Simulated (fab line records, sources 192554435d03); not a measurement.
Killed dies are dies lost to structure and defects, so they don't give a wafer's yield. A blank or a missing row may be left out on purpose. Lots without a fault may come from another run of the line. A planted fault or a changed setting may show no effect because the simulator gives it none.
Chamber matching | flow n5_finfet | N5_BEOL_M1_DESCUM_16 on rie_diel-03: 4 sister chambers
The step chemistry O2, time 7 s. 4 wafers are shown with their chamber, then 10 later ones without.

WAFERS WITH THEIR CHAMBER
wafer  | chamber | showerhead_plenum_p_Torr (Torr)
L082.3 | 2       | 2.25
L085.4 | 0       | 2.05
L087.4 | 1       | 2.00
L087.5 | 3       | 2.07

WAFERS WITHOUT THEIR CHAMBER
wafer  | showerhead_plenum_p_Torr (Torr)
L087.6 | 2.05
L089.2 | 2.05
L089.3 | 2.07
L089.6 | 2.00
L094.4 | 2.05
L094.5 | 1.99
L094.6 | 2.07
L097.3 | 1.99
L097.4 | 2.05
L097.6 | 1.99

WHICH CHAMBER EACH WENT THROUGH
wafer  | from the rows above | in truth
L087.6 | 0                   | 0
L089.2 | 0                   | 0
L089.3 | 3                   | 3
L089.6 | 1                   | 1
L094.4 | 0                   | 0
L094.5 | 1                   | 1
L094.6 | 3                   | 3
L097.3 | 1                   | 1
L097.4 | 0                   | 0
L097.6 | 1                   | 1
Placed correctly: 10 of 10. Can't be placed from these rows: 0. Placed wrongly: 0.
How it was worked out, from the rows above alone: a wafer's distance from a chamber is the root of the sum, over the readings, of the square of ((its reading less the chamber's mean) divided by the reading's scatter). The wafer belongs to the nearest chamber; if the next one is less than 2 further off, it can't be placed. A chamber's mean is the mean of its shown wafers. The scatter: with one shown wafer a chamber, the root of the mean of the squares of how far each hidden wafer lies from its nearest shown one.
